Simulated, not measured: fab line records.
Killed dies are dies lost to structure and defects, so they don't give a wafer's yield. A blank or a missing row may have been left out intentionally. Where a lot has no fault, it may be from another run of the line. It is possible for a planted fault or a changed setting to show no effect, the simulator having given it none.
fab line records	flow n5_finfet
record lots=7	wafers=19	last_day=17
route steps=1938 shown PMOS_HMC_CHANNEL_EPI@84 FIN_SAQP@90 BEOL_M4@1111 PASSIVATION@1936
lots with no fault: from the same line, run without faults
start_h: start of the lot's first displayed wafer, in hours after the record's first day	wait_h: time in hours since the lot's previous step	" same as the row above	L1.1+2: a single row standing in for several wafers	- value missing, or start not given	* or withheld: withheld	< > ~ a bound
route shown NAME@n: a module of which the file shows steps, and the number in the route of the first	usual: mean/standard deviation of fault-free wafers	same: alike in all rows	chamber/n: place in a boat	sites: the reading at each site	_std_site: the values' standard deviation	_edge_site: the outer-site mean with the inner-site mean subtracted	radius_mm: for every site, how far away it sits from the centre of the wafer	mask NAME#n: copy n	behind: tool/chamber where the wafer was last shaped	hold: why the lot went on hold/how many hours it stayed there/how the hold came to an end	device: whichever transistor did not switch (one of n, p or np)	end of line: at the end of the route, the tests of the same wafers	a step without rows: its recipe alone	killed: at the first sort, the dies lost to defects and structure; wafer yield is something else	map: dies across one wafer; x = killed, . = not, _ = none there
set.NAME: setting as actually run; set.NAME@STEP: the setting as run at that earlier step	model.NAME: the simulator's own value behind a step, which no gauge read
a table for each step, a row for each wafer; lots at some steps of the route
services: when a tool's chamber went out of use (start_h, in hours from the record's first day, below 0 if earlier), for how many hours, and the reason
## steps
# step N5_PMOS_HMC_CHANNEL_EPI_PRECLEAN_37
# recipe chemistry=O3/DIW	time_s=45	temp_c=22	o3_ppm=10
# step N5_PMOS_HMC_CHANNEL_EPI_PRECLEAN_24
# recipe chemistry=DHF	time_s=30	temp_c=25	dilution=withheld
# step N5_PMOS_HMC_CHANNEL_EPI_SRD_25
# recipe dry=ipa_marangoni	do_ppb=5	time_s=30	temp_c=23	rinse_liquid=diw
# step N5_PMOS_HMC_CHANNEL_EPI_EPI_26
# recipe material=Si	target_thk_a=38	temp_c=650	precursor=SiH4/H2	pressure_torr=20	time_s=22.7
# usual susceptor_temp_C=650.0/0.31	susceptor_temp_C_max=651.9/0.62	throttle_valve_pct=11.2/0.38
lot.wafer	tool	chamber	start_h	wait_h	susceptor_temp_C	susceptor_temp_C_max	throttle_valve_pct
L676.2	epi_rpcvd-03	0	20.01	0.1	650.1	652.4	11.6
L676.3	"	0	"	"	650.1	651.8	11.4
L676.4	"	0	"	"	649.7	651.7	11.5
L679.2	epi_rpcvd-03	0	37.55	0.1	650.0	652.5	11.1
L679.3	"	0	"	"	649.5	651.7	11.7
L679.6	"	0	"	"	649.9	651.9	11.3
L682.2	epi_rpcvd-03	0	56.30	0.1	649.8	652.3	11.3
L683.2	epi_rpcvd-03	0	62.26	0.1	650.4	653.2	11.5
L683.4	"	0	"	"	650.6	652.8	11.4
L683.5	"	0	"	"	650.0	652.7	11.6
L686.1	epi_rpcvd-04	0	79.82	0.0	650.1	651.7	10.5
L686.3	"	0	"	"	650.1	651.7	10.7
L686.6	"	0	"	"	650.2	651.6	10.6
L691.1	epi_rpcvd-01	0	110.43	0.0	649.8	651.1	11.5
L691.4	"	0	"	"	649.9	651.3	11.2
L691.6	"	0	"	"	650.0	651.2	11.3
L695.1	epi_rpcvd-03	0	135.42	0.0	650.1	652.7	11.4
L695.2	"	0	"	"	650.1	652.6	11.3
L695.5	"	0	"	"	649.5	651.4	11.5
# step N5_PMOS_HMC_CHANNEL_EPI_INSPECT_30
# recipe inspect_instrument=darkfield	mode=post_epi
# usual raw_defect_count=19/6.1
lot.wafer	tool	chamber	start_h	wait_h	raw_defect_count
L676.2	defect_inspect-02	-	20.33	0.0	14
L676.3	"	-	"	"	18
L676.4	"	-	"	"	30
L679.2	defect_inspect-01	-	37.87	0.0	21
L679.3	"	-	"	"	22
L679.6	"	-	"	"	17
L682.2	defect_inspect-01	-	56.62	0.0	22
L683.2	defect_inspect-02	-	62.58	0.0	28
L683.4	"	-	"	"	26
L683.5	"	-	"	"	19
L686.1	defect_inspect-01	-	80.29	0.0	19
L686.3	"	-	"	"	8
L686.6	"	-	"	"	16
L691.1	defect_inspect-02	-	110.91	0.0	15
L691.4	"	-	"	"	25
L691.6	"	-	"	"	23
L695.1	defect_inspect-01	-	135.79	0.0	20
L695.2	"	-	"	"	14
L695.5	"	-	"	"	19
# step N5_FIN_SAQP_PRECLEAN_42
# recipe chemistry=O3/DIW	time_s=60	temp_c=22	o3_ppm=10
# step N5_FIN_SAQP_PRECLEAN_00
# recipe chemistry=SC1	time_s=60	temp_c=55	mix=1:2:50
# step N5_FIN_SAQP_PRECLEAN_44
# recipe chemistry=SC2	time_s=45	temp_c=35	mix=1:1:50
# step N5_FIN_SAQP_SRD_01
# recipe dry=ipa_marangoni	time_s=30	temp_c=23	rinse_liquid=diw
# step N5_FIN_SAQP_ALD_61
# recipe material=SiO2	target_thk_a=40	temp_c=300	ald_precursor_family=BDEAS	ald_co_reactant=O2-plasma	pulse_time_s=1	purge_time_s=2	co_reactant_purge_time_s=2	ald_cycles=43	pressure_torr=2
# usual heater_power_w=475/55	precursor_pulse_height_rel=0.999/0.021	susceptor_temp_C=300.01/0.17
lot.wafer	tool	chamber	start_h	wait_h	heater_power_w	precursor_pulse_height_rel	since_wet_clean_h	susceptor_temp_C
L676.2	ald_sin-04	3	20.45	0.0	410	1.006	210	299.90
L676.3	"	0	"	"	453	1.009	210	299.84
L676.4	"	1	"	"	533	0.978	210	299.92
L679.2	ald_sin-01	1	38.44	0.5	495	0.981	31	300.00
L679.3	"	0	"	"	511	0.995	31	300.00
L679.6	"	2	"	"	474	0.990	-	299.82
L682.2	ald_sin-02	3	56.77	0.1	407	0.984	154	299.90
L683.2	ald_sin-04	2	62.70	0.0	504	1.031	252	300.11
L683.4	"	1	"	"	542	0.987	252	300.19
L683.5	"	2	"	"	501	0.998	-	300.04
L686.1	ald_sin-01	0	80.83	0.4	511	0.984	73	300.02
L686.3	"	1	"	"	509	1.019	73	300.31
L686.6	"	0	"	"	524	0.976	-	299.99
L691.1	ald_sin-02	0	111.03	0.0	451	0.968	209	299.87
L691.4	"	2	"	"	396	1.007	209	300.03
L691.6	"	3	"	"	416	0.970	-	300.00
L695.1	ald_sin-01	1	135.91	0.0	506	1.001	128	299.83
L695.2	"	0	"	"	525	1.007	128	300.13
L695.5	"	0	"	"	522	1.001	-	300.13
# step N5_FIN_SAQP_DENSIFY_62
# recipe temp_c=700	time_s=60	ambient=N2	idle_temp_c=600	ramp_up_c_per_s=150	ramp_down_c_per_s=60	cool_to_c=600
# usual lamp_power_pct=9.85/0.056	lamp_zone_1_pct=9.845/0.01	wafer_temp_C_max=703.2/0.52
lot.wafer	tool	chamber	start_h	wait_h	lamp_power_pct	lamp_zone_1_pct	wafer_temp_C_max
L676.2	rtp_anneal-02	0	20.68	0.1	9.80	9.848	703.1
L676.3	"	0	"	"	9.83	9.851	702.5
L676.4	"	0	"	"	9.78	9.849	703.4
L679.2	rtp_anneal-01	0	38.67	0.1	9.78	9.838	702.6
L679.3	"	0	"	"	9.78	9.835	703.4
L679.6	"	0	"	"	9.81	9.854	704.6
L682.2	rtp_anneal-01	0	57.00	0.1	9.91	9.843	702.3
L683.2	rtp_anneal-02	0	63.15	0.4	9.83	9.836	704.1
L683.4	"	0	"	"	9.83	9.840	704.4
L683.5	"	0	"	"	9.98	9.842	703.3
L686.1	rtp_anneal-02	0	81.15	0.2	9.79	9.839	702.8
L686.3	"	0	"	"	9.83	9.841	703.0
L686.6	"	0	"	"	9.96	9.847	703.1
L691.1	rtp_anneal-01	0	111.23	0.1	9.86	9.832	703.3
L691.4	"	0	"	"	9.85	9.834	703.9
L691.6	"	0	"	"	9.91	9.841	703.3
L695.1	rtp_anneal-02	0	136.11	0.1	9.79	9.863	703.1
L695.2	"	0	"	"	9.86	9.846	703.4
L695.5	"	0	"	"	9.86	9.838	703.1
# step N5_FIN_SAQP_HM_DEP_03
# recipe material=SiNx	target_thk_a=380	temp_c=400	precursor=SiH4/NH3/N2	pressure_torr=1.5	rf_w=300	time_s=33.6
# usual heater_power_w=724/120	showerhead_plenum_p_Torr=5.13/0.053	susceptor_temp_C=400.01/0.24	throttle_valve_pct=40.5/2.2
lot.wafer	tool	chamber	start_h	wait_h	heater_power_w	showerhead_plenum_p_Torr	since_wet_clean_h	susceptor_temp_C	throttle_valve_pct
L676.2	pecvd-04	1	20.87	0.2	690	5.15	1269	400.02	40.4
L676.3	"	0	"	"	609	5.06	544	400.36	41.9
L676.4	"	0	"	"	625	5.05	-	400.18	42.0
L679.2	pecvd-04	0	38.87	0.2	689	5.06	562	400.15	41.9
L679.3	"	2	"	"	691	5.14	2012	400.00	41.7
L679.6	"	1	"	"	553	5.14	-	400.36	40.5
L682.2	pecvd-04	2	57.18	0.2	674	5.14	2030	400.23	41.7
L683.2	pecvd-04	1	63.34	0.2	548	5.13	1311	399.94	40.3
L683.4	"	0	"	"	726	5.04	-	400.05	42.3
L683.5	"	2	"	"	662	5.14	-	399.63	41.7
L686.1	pecvd-01	1	81.36	0.2	702	5.20	1510	400.31	42.7
L686.3	"	0	"	"	684	5.07	785	400.31	37.3
L686.6	"	0	"	"	680	5.07	-	400.23	37.4
L691.1	pecvd-03	1	111.45	0.2	866	5.23	1722	400.29	40.3
L691.4	"	2	"	"	687	5.12	-	400.23	39.1
L691.6	"	0	"	"	1075	5.11	-	399.76	41.3
L695.1	pecvd-01	1	136.33	0.2	580	5.20	1565	400.02	42.7
L695.2	"	0	"	"	796	5.07	840	399.87	37.3
L695.5	"	0	"	"	799	5.08	-	399.97	37.5
# step N5_FIN_SAQP_THK_MEAS_05
# usual thk_nm=38.1/0.56
lot.wafer	tool	chamber	start_h	wait_h	thk_nm
L676.2	film_metro-01	-	20.96	0.1	38.1
L676.3	"	-	"	"	37.9
L676.4	"	-	"	"	38.5
L679.2	film_metro-02	-	38.95	0.1	37.5
L679.3	"	-	"	"	32.4
L679.6	"	-	"	"	38.8
L682.2	film_metro-02	-	57.27	0.1	32.6
L683.2	film_metro-02	-	63.43	0.1	38.4
L683.4	"	-	"	"	38.2
L683.5	"	-	"	"	32.9
L686.1	film_metro-01	-	81.45	0.1	37.8
L686.3	"	-	"	"	38.4
L686.6	"	-	"	"	38.8
L691.1	film_metro-01	-	111.53	0.1	38.2
L691.4	"	-	"	"	37.3
L691.6	"	-	"	"	38.8
L695.1	film_metro-01	-	136.41	0.1	38.0
L695.2	"	-	"	"	37.5
L695.5	"	-	"	"	38.1
# step N5_FIN_SAQP_PECVD_47
# recipe material=a-Si	target_thk_a=450	temp_c=400	precursor=SiH4/He	pressure_torr=3	rf_w=100	time_s=36.3
# usual heater_power_w=839/130	showerhead_plenum_p_Torr=5.67/0.045	susceptor_temp_C=399.97/0.24	throttle_valve_pct=18.1/1.1
lot.wafer	tool	chamber	start_h	wait_h	heater_power_w	showerhead_plenum_p_Torr	since_wet_clean_h	susceptor_temp_C	throttle_valve_pct
L676.2	pecvd-01	2	20.99	0.0	905	5.72	2175	399.67	17.6
L676.3	"	1	"	"	722	5.71	1450	399.90	19.2
L676.4	"	1	"	"	731	5.72	-	399.71	19.5
L679.2	pecvd-03	1	38.99	0.0	940	5.74	1649	399.79	18.2
L679.3	"	0	"	"	1144	5.65	924	400.16	18.7
L679.6	"	1	"	"	939	5.74	-	399.91	18.5
L682.2	pecvd-01	0	57.31	0.0	858	5.62	761	399.99	17.1
L683.2	pecvd-04	1	63.46	0.0	717	5.68	1311	400.04	18.3
L683.4	"	1	"	"	734	5.66	-	399.92	18.5
L683.5	"	2	"	"	672	5.67	-	400.00	19.0
L686.1	pecvd-04	0	81.49	0.0	678	5.60	604	399.83	19.5
L686.3	"	1	"	"	657	5.65	1329	399.91	18.4
L686.6	"	2	"	"	754	5.66	-	400.43	19.0
L691.1	pecvd-04	1	111.57	0.0	738	5.67	1359	400.31	18.5
L691.4	"	2	"	"	798	5.66	-	399.99	19.0
L691.6	"	0	"	"	778	5.60	-	400.14	19.3
L695.1	pecvd-03	2	136.45	0.0	707	5.65	268	400.22	18.3
L695.2	"	0	"	"	1134	5.64	1022	399.84	19.0
L695.5	"	0	"	"	1151	5.64	-	400.08	18.9
# step N5_BEOL_M4_RC_MEAS_101
# usual DIBL_N=37.5/2.5	DIBL_P=38/3.1	IOFF_N=0.19/0.059	IOFF_P=0.24/0.061	ION_N=679/16	ION_P=465/9.8	SS_N=72.0/0.8	SS_P=73.7/0.86	VT_N=248/4.5	VT_P=-249/3.5
lot.wafer	tool	chamber	start_h	wait_h	DIBL_N[mV/V]	DIBL_P[mV/V]	IOFF_N[nA/um]	IOFF_P[nA/um]	ION_N[uA/um]	ION_P[uA/um]	SS_N[mV/dec]	SS_P[mV/dec]	VT_N[mV]	VT_P[mV]
L676.2	prober-02	0	163.50	0.2	38.2	37	0.18	0.21	675	457	72.1	73.4	252	-251
L676.3	"	0	"	"	37.0	37	0.16	0.23	676	469	71.6	73.1	249	-249
L676.4	"	0	"	"	41.6	42	0.28	0.30	683	459	73.3	74.7	246	-245
L679.2	prober-01	0	188.58	0.2	35.6	37	0.16	0.24	680	472	71.6	73.0	248	-247
L679.3	"	0	"	"	37.6	37	0.17	0.23	657	454	72.6	73.4	249	-249
L679.6	"	0	"	"	37.2	37	0.17	0.22	674	462	71.5	73.2	253	-253
L682.2	prober-01	0	215.43	0.2	42.2	45	0.33	0.38	704	473	73.8	75.4	241	-243
L683.2	prober-02	0	221.82	0.2	36.5	38	0.18	0.23	688	464	71.6	73.3	248	-251
L683.4	"	0	"	"	32.1	32	0.10	0.15	636	444	70.5	72.4	257	-254
L683.5	"	0	"	"	35.6	36	0.17	0.20	677	459	72.0	73.3	245	-253
L686.1	prober-01	0	251.41	0.0	34.7	36	0.16	0.24	683	473	71.0	73.0	247	-246
L686.3	"	0	"	"	38.7	41	0.25	0.35	710	487	72.4	74.7	241	-242
L686.6	"	0	"	"	34.1	35	0.15	0.22	683	476	71.6	73.2	248	-249
L691.1	prober-01	0	258.07	0.0	35.2	38	0.15	0.23	654	453	71.0	72.2	251	-247
L691.4	"	0	"	"	35.1	36	0.16	0.20	672	458	71.7	73.9	248	-250
L691.6	"	0	"	"	37.7	40	0.23	0.27	679	459	72.7	74.4	244	-248
L695.1	prober-02	0	287.84	0.0	35.9	35	0.16	0.20	680	467	71.3	72.4	251	-252
L695.2	"	0	"	"	39.5	39	0.25	0.27	697	469	72.4	74.1	241	-250
L695.5	"	0	"	"	37.6	37	0.19	0.24	690	466	71.6	73.2	246	-247
# step N5_PASSIVATION_PROBE_49
# usual defect_limited_yield=91.0/1.4	killed_at_M0_to_M3=35/10	killed_at_M4_up=14/5.5	killed_at_contacts=13/5.6	killed_at_front_end=41/11	killed_at_other=4/3.4	killed_dies=106/16	killed_on_rim=13/4	killed_open=68/12	killed_short=35/7.3	sort_bin_4_leakage=0.3/2.1	sort_bin_5_function=5.3/0.89	sort_bin_6_memory=3.4/0.67	sort_bin_8_speed=0.01/0.11	sort_n_pass=1070/28	sort_yield_pct=90.7/2.4
# same gross_dies=1180	killed_at_back_side=0
lot.wafer	tool	chamber	start_h	wait_h	defect_limited_yield[%]	killed_at_M0_to_M3	killed_at_M4_up	killed_at_contacts	killed_at_front_end	killed_at_other	killed_dies	killed_on_rim	killed_open	killed_short	sort_bin_4_leakage[%]	sort_bin_5_function[%]	sort_bin_6_memory[%]	sort_bin_8_speed[%]	sort_n_pass	sort_yield_pct[%]
L676.2	prober-02	-	269.80	0.1	90.5	37	16	10	47	2	112	16	69	34	0	5.9	3.2	0	1068	90.5
L676.3	prober-02	-	269.85	0.1	90.6	32	26	11	33	9	111	16	73	36	0	5.3	3.8	0	1069	90.6
L676.4	prober-02	-	269.90	0.2	91.3	41	17	10	33	2	103	12	58	38	0.2	5.8	2.6	0	1075	91.1
L679.3	prober-01	-	301.52	0.1	88.6	21	15	8	82	9	135	39	51	42	0	4.7	3.3	0	1045	88.6
L683.2	prober-01	-	320.00	0.1	91.5	39	15	4	31	11	100	14	58	37	0	5.0	2.9	0	1080	91.5
L683.4	prober-01	-	320.10	0.2	91.9	39	11	11	32	3	96	12	59	33	0	5.2	2.7	1.36	1068	90.5
L683.5	prober-01	-	320.15	0.2	90.8	43	6	10	43	7	109	25	54	32	0	4.4	3.1	0	1071	90.8
L686.1	prober-02	-	372.00	0.0	90.3	29	31	11	38	5	114	11	72	32	0	6.3	3.0	0	1066	90.3
L686.3	prober-02	-	372.10	0.1	92.5	15	34	12	24	3	88	10	62	25	0	4.6	2.8	0	1092	92.5
L686.6	prober-02	-	372.25	0.3	90.4	45	24	17	25	2	113	17	68	41	0	5.9	3.2	0	1067	90.4
L695.1	prober-02	-	403.02	0.0	92.5	29	8	8	40	4	89	9	56	31	0	4.4	2.8	0	1091	92.5
L695.2	prober-02	-	403.07	0.1	92.3	23	11	8	40	9	91	13	65	26	0	4.7	2.8	0	1089	92.3
L695.5	prober-02	-	403.22	0.2	91.6	40	14	5	36	4	99	15	58	38	0	5.5	2.6	0	1081	91.6
# killed by level:class
L676.2 STI_FIN_REVEAL:geometric_particle:open=13 BEOL_M3:geometric_particle:open=11 BEOL_M4:geometric_particle:open=10 BEOL_M0_SAQP:geometric_particle:short=9 MOL_CONTACT_COAG:geometric_particle:open=7 FIN_SAQP:geometric_particle:short=6 GATE_CUT:geometric_particle:open=6 GATE_CUT:geometric_particle:short=5
L676.3 BEOL_M3:geometric_particle:open=15 STI_FIN_REVEAL:geometric_particle:open=12 BEOL_M4:geometric_particle:open=10 GATE_CUT:geometric_particle:short=7 MOL_CONTACT_COAG:geometric_particle:open=7 BEOL_M3:geometric_particle:short=5 PAD_METAL:geometric_particle:open=5 STI_FIN_REVEAL:geometric_particle:short=4
L676.4 BEOL_M3:geometric_particle:open=12 BEOL_M4:geometric_particle:open=10 STI_FIN_REVEAL:geometric_particle:open=8 MOL_CONTACT_COAG:geometric_particle:open=8 FIN_SAQP:geometric_particle:short=7 BEOL_M0_SAQP:geometric_particle:open=7 BEOL_M0_SAQP:geometric_particle:short=7 BEOL_M3:geometric_particle:short=6
L679.3 FIN_SAQP:area_dep=34 FIN_SAQP:geometric_particle:short=12 MOL_CONTACT_COAG:geometric_particle:open=8 STI_FIN_REVEAL:geometric_particle:open=7 BEOL_M0_SAQP:geometric_particle:short=7 HKMG_FIN:area_etch=6 DUMMY_GATE:geometric_particle:open=5 BEOL_M0_SAQP:geometric_particle:open=5
L683.2 STI_FIN_REVEAL:geometric_particle:open=8 BEOL_M1:geometric_particle:open=8 BEOL_M0_SAQP:geometric_particle:short=7 BEOL_M4:geometric_particle:open=7 BEOL_M0_SAQP:geometric_particle:open=6 BEOL_M3:geometric_particle:open=6 FIN_SAQP:geometric_particle:open=5 STARTING-WAFER:geometric_particle:short=5
L683.4 BEOL_M0_SAQP:geometric_particle:short=15 BEOL_M0_SAQP:geometric_particle:open=13 MOL_CONTACT_COAG:geometric_particle:open=9 FIN_SAQP:geometric_particle:open=7 BEOL_M4:geometric_particle:open=6 FIN_SAQP:geometric_particle:short=5 BEOL_M1:geometric_particle:open=4 STARTING-WAFER:geometric_particle:open=4
L683.5 FIN_SAQP:area_dep=18 BEOL_M0_SAQP:geometric_particle:open=12 BEOL_M0_SAQP:geometric_particle:short=10 MOL_CONTACT_COAG:geometric_particle:open=7 BEOL_M0:geometric_particle:open=6 FIN_SAQP:geometric_particle:short=5 PASS1_CAP:geometric_particle:short=5 BEOL_M1:geometric_particle:open=5
L686.1 BEOL_M4:geometric_particle:open=13 FIN_SAQP:geometric_particle:short=8 DUMMY_GATE:geometric_particle:open=8 MOL_CONTACT_COAG:geometric_particle:open=7 BEOL_M0_SAQP:geometric_particle:open=6 STI_FIN_REVEAL:geometric_particle:open=5 ILD0:geometric_particle:short=5 BEOL_M1:geometric_particle:open=5
L686.3 BEOL_M4:geometric_particle:open=12 MOL_CONTACT_COAG:geometric_particle:open=10 DUMMY_GATE:geometric_particle:open=6 BEOL_M7:geometric_particle:open=6 BEOL_M8:geometric_particle:open=5 BEOL_M0_SAQP:geometric_particle:open=5 FIN_SAQP:geometric_particle:open=3 FIN_SAQP:geometric_particle:short=3
L686.6 BEOL_M4:geometric_particle:open=14 MOL_CONTACT_COAG:geometric_particle:open=12 BEOL_M0_SAQP:geometric_particle:short=12 BEOL_M1:geometric_particle:open=9 STI_FIN_REVEAL:geometric_particle:open=7 GATE_CUT:geometric_particle:short=6 MOL_CONTACT_COAG:geometric_particle:short=5 BEOL_M2:geometric_particle:open=5
L695.1 FIN_SAQP:geometric_particle:short=13 FIN_SAQP:geometric_particle:open=9 GATE_CUT:geometric_particle:open=6 MOL_CONTACT_COAG:geometric_particle:open=6 BEOL_M2:geometric_particle:open=6 BEOL_M0_SAQP:geometric_particle:short=5 BEOL_M0:geometric_particle:open=4 BEOL_M3:geometric_particle:open=4
L695.2 FIN_SAQP:geometric_particle:open=15 FIN_SAQP:geometric_particle:short=9 MOL_CONTACT_COAG:geometric_particle:open=8 BEOL_M0_SAQP:geometric_particle:open=7 BEOL_M3:geometric_particle:open=5 BEOL_M4:geometric_particle:open=4 STI_FIN_REVEAL:geometric_particle:open=3 STI_FIN_REVEAL:geometric_particle:short=3
L695.5 BEOL_M2:geometric_particle:open=12 FIN_SAQP:geometric_particle:short=8 STI_FIN_REVEAL:geometric_particle:open=7 BEOL_M0_SAQP:geometric_particle:short=7 BEOL_M4:geometric_particle:open=7 BEOL_M3:geometric_particle:open=5 FIN_SAQP:geometric_particle:open=4 GATE_CUT:geometric_particle:short=4
# map L679.3 (x killed, . not)
_________________x....x.x..x.________________
______________x.....x..........._____________
___________x.................x....x__________
__________......xx....x............._________
________.............................._______
_______.x...........................x..______
______..x..............xx.xx............_____
_____.........x....x.......x............x____
____.....x.........x.....x..............x.___
___.x...x...x.............x..............x.__
___........................................__
__........x...x................x.x.........x_
__...x..x.x.................x..............._
_x..................x..............x.........
_x.................x............x............
_..............x.........x..................x
_.......................x.....x...x.x..x....x
_.x.............x.........x........x.....x...
_.......x...x..xx.......x...........x..x..x..
_..............x............x...x.xx.........
_.x........x....x..x............x............
__x..........x...x..x..x...................._
__......x......x...............xx..........._
___x......x.......x.............x.....x....__
___x....x......x............x.............x__
____.x..........x........x.......x.......x___
_____..................x.........xx....x.____
______.................................x_____
_______..........xx........x...........______
________.x....x......xx........x.x...x_______
__________.............x..........x._________
___________x....xx.....x..........x__________
______________x...x...x........x_____________
_________________.x...xxx.xx.________________
# map L683.5 (x killed, . not)
_________________...xx.......________________
______________x....xx.........x._____________
___________.x..x........xx...xxxxxx__________
__________x.x.......x.............xx_________
________....x.xx..x..................._______
_______..........................x.....______
______.........x.....x......x......x..x._____
_____.........................x..........____
____.................................x....___
___..............x..................xxx....__
___....x...............x....x..x..x........__
__.x.....x..............x.....x.........x..._
__...................x...x.................x_
_.............x..............x.........x.....
_x...............x.x.......x..x............x.
_.........x........x.x..........x............
_..x..x...........x......x.xx................
_x...........x.........x.......x............x
_......................x...x................x
_....x.......................x...............
_.............x.......x...x........x.....x.x.
__.........................................._
__..................................x......._
___......x......x..................x.......__
___.............x........x.........x...x..x__
____...x..............x....x..............___
_____....................................____
______x............x.x.................._____
_______...................x.....x....x.______
________.............................x_______
__________.............x......x....._________
___________...............x.....x..__________
______________............x....._____________
_________________............________________
## services
tool	chamber	start_h	hours	kind
ald_sin-01	0	7.75	-	clean
ald_sin-01	1	7.75	-	clean
ald_sin-01	2	7.75	-	clean
ald_sin-01	3	7.75	-	clean
pecvd-03	-	16.93	5.5	pm
pecvd-01	2	21.13	-	clean
pecvd-01	2	21.13	-	consumable_replace:showerhead
pecvd-01	2	21.13	29.0	scheduled_down
pecvd-01	2	21.13	29.0	vent_cycle
ald_sin-01	1	26.36	2.8	repair
rtp_anneal-02	-	31.02	4.3	pm
epi_rpcvd-01	-	54.62	4.3	pm
pecvd-01	1	91.21	11.6	repair
pecvd-03	1	117.28	10.5	repair
pecvd-01	0	127.62	5.5	scheduled_down
epi_rpcvd-04	-	128.08	2.8	pm
pecvd-03	0	131.85	2.1	scheduled_down
## key
first_sign step=N5_FIN_SAQP_THK_MEAS_05	reading=thk_nm	direction=down	sigmas=9.8	usual=*	struck=*
effect step=N5_PASSIVATION_PROBE_49	reading=killed_on_rim	direction=up	sigmas=4.7	usual=13	struck=32
more_kills_born_at N5_FIN_SAQP_HM_DEP_03@pecvd-04=52
met_at N5_FIN_SAQP_HM_DEP_03
struck_wafers L679.3,L682.2,L683.5
rows_end L682.2
fault kind=site_profile_drift	tool=pecvd-04	chamber=2	onset_h=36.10	steps=N5_FIN_SAQP_HM_DEP_03	basis=fraction	max_abs_drift=0.30679	slope_share_per_hr=68.176	site_pattern=0,0,0,0,0,-1,-1,-1,-1
# rows_end: these wafers met a further fault down the route, and their rows from its step on are left out
